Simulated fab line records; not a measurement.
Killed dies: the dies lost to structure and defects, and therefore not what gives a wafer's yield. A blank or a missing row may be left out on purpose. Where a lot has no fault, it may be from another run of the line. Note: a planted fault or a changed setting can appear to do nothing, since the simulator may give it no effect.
Matching of chambers | flow nand-harc | NHARC_A_STAIRCASE_DESCUM_291 on rie-diel-02: 4 sister chambers
The step chemistry O2, time 3 s. 4 wafers are shown with their chamber, then 7 later ones without.

## WAFERS PAIRED WITH THEIR CHAMBERS
wafer  | chamber | showerhead-plenum-p-Torr (Torr)
L085.2 | 0       | 2.05
L087.4 | 1       | 1.96
L091.1 | 2       | 2.04
L091.3 | 3       | 1.83

## WAFERS WITHOUT THEIR CHAMBER
wafer  | showerhead-plenum-p-Torr (Torr)
L091.4 | 1.95
L093.1 | 1.95
L093.2 | 1.83
L093.4 | 2.04
L094.3 | 2.04
L094.4 | 1.83
L094.6 | 2.03

## CHAMBER TAKEN BY EACH
wafer  | from the rows above     | in truth
L091.4 | 1                       | 1
L093.1 | 1                       | 1
L093.2 | 3                       | 3
L093.4 | can't be placed: 2 or 0 | 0
L094.3 | can't be placed: 2 or 0 | 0
L094.4 | 3                       | 3
L094.6 | can't be placed: 2 or 0 | 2
Placed correctly: 4 of 7. These rows do not allow placing 3 (true chamber among the candidates in 3). Placed wrongly: 0.
How it was worked out, from the rows above alone: a wafer's distance from a chamber is the root of the sum, over the readings, of the square of ((its reading less the chamber's mean) divided by the reading's scatter). If the next closest chamber is less than 2 further off than the closest, the wafer can't be placed; otherwise it belongs to the closest. A chamber's mean is the mean of its shown wafers. The scatter: root of mean squared gap, hidden wafer to nearest shown wafer, with one shown wafer a chamber.
